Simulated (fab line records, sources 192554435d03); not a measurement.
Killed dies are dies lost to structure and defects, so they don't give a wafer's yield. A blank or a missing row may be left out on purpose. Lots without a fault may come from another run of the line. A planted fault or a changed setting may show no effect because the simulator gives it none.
Which tool did it? | flow n5_finfet | 10 lots, 30 wafers sampled, at 1 step of a route of 1938

WHAT THE GAUGES READ, wafer by wafer
N5_BEOL_M4_RC_MEAS_101.
lot  | measured     | on        | DIBL_N (mV/V)
L546 | day 8 04:59  | prober-02 | 36.6 37.2 34.5
L550 | day 9 05:44  | prober-01 | 38.3 35.9 36.2
L552 | day 10 01:50 | prober-02 | 36.2 35.3 37.4
L554 | day 10 04:14 | prober-01 | 37.7 35.6 35.2
L556 | day 10 18:22 | prober-02 | 36.8 36.4 34.8
L559 | day 11 13:42 | prober-02 | 37.5 39.5 37.5
L563 | day 12 09:08 | prober-02 | 34.6 35.1 36.8
L562 | day 12 12:28 | prober-02 | 34.2 33.3 36.3
L560 | day 12 14:43 | prober-01 | 34.1 35.1 34.9
L569 | day 15 03:51 | prober-02 | 38.7 36.5 34.7

WHICH TOOL RAN EACH LOT (tool, then ch and the chambers of the sampled wafers, then the start)
The record holds no process step before these readings.

THE ANSWER, worked out from the rows above alone
Rule: what is usual is taken from the lots themselves. Put in order of their means at a reading, lots are off if they are a third of the lots or fewer, leave a main group of 4 or more, and stand apart from it by a gap of 3 or more times the standard deviation of the main group's means; of several such gaps the widest counts. A main group whose means are all the same, to the digits that the tables above print for the reading, isn't used. A lot without any number at a reading at which 4 lots or more have one is off too. The other lots that the step has rows for count as sound.
No lot is off at any reading shown: from this, nothing can be told.

WHAT THE SIMULATOR HAD PUT IN
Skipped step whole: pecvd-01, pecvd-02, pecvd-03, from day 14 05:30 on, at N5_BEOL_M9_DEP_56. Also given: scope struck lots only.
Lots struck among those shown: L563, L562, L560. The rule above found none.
